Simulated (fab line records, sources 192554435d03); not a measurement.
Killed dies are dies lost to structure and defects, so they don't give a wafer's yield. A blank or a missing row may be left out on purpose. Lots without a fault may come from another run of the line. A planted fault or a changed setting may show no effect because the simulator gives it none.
Chamber matching | flow n5_finfet | N5_BEOL_M5_PECVD_70 on pecvd-02: 3 sister chambers
The step deposits SiO2 from TEOS/O2, target thk 16 nm, time 18 s. 14 wafers are shown with their chamber, then 6 later ones without.

WAFERS WITH THEIR CHAMBER
wafer  | chamber | throttle_valve_pct (%) | heater_power_w (W) | showerhead_plenum_p_Torr (Torr)
L724.3 | 1       | 22.9                   | 822                | 8.76
L724.4 | 2       | 21.6                   | 597                | 8.83
L724.6 | 1       | 22.9                   | 824                | 8.74
L726.1 | 1       | 22.9                   | 741                | 8.76
L726.3 | 2       | 21.7                   | 612                | 8.83
L726.6 | 2       | 21.5                   | 607                | 8.83
L732.3 | 0       | 22.3                   | 558                | 8.78
L732.5 | 1       | 22.7                   | 806                | 8.74
L732.6 | 0       | 22.3                   | 563                | 8.81
L733.2 | 1       | 22.9                   | 781                | 8.75
L733.5 | 1       | 22.8                   | 786                | 8.73
L733.6 | 0       | 22.3                   | 599                | 8.82
L734.2 | 2       | 21.8                   | 649                | 8.86
L734.3 | 1       | 22.8                   | 697                | 8.75

SIGNATURES (means of the wafers above)
reading                  | chamber 0 | chamber 1 | chamber 2 | scatter within a chamber
throttle_valve_pct       | 22.300    | 22.843    | 21.650    | 0.089
heater_power_w           | 573.33    | 779.57    | 616.25    | 37.4
showerhead_plenum_p_Torr | 8.8033    | 8.7471    | 8.8375    | 0.0144
Rule: a wafer's distance from a chamber is the root of the sum, over the readings, of the square of ((its reading less the chamber's mean) divided by the reading's scatter). The wafer belongs to the nearest chamber; if the next one is less than 2 further off, it can't be placed. The scatter: the root of (the sum of the squares of (reading less its chamber's mean) over the shown wafers, divided by (wafers less chambers)).

WAFERS WITHOUT THEIR CHAMBER
wafer  | throttle_valve_pct (%) | heater_power_w (W) | showerhead_plenum_p_Torr (Torr)
L734.5 | 22.3                   | 677                | 8.79
L743.2 | 22.7                   | 812                | 8.74
L743.4 | 22.9                   | 784                | 8.76
L745.1 | 22.2                   | 711                | 8.80
L745.3 | 22.9                   | 775                | 8.73
L745.5 | 23.0                   | 778                | 8.75

WHICH CHAMBER EACH WENT THROUGH
wafer  | from the rows above | in truth
L734.5 | 0                   | 0
L743.2 | 1                   | 1
L743.4 | 1                   | 1
L745.1 | 0                   | 0
L745.3 | 1                   | 1
L745.5 | 1                   | 1
Placed correctly: 6 of 6. Can't be placed from these rows: 0. Placed wrongly: 0.
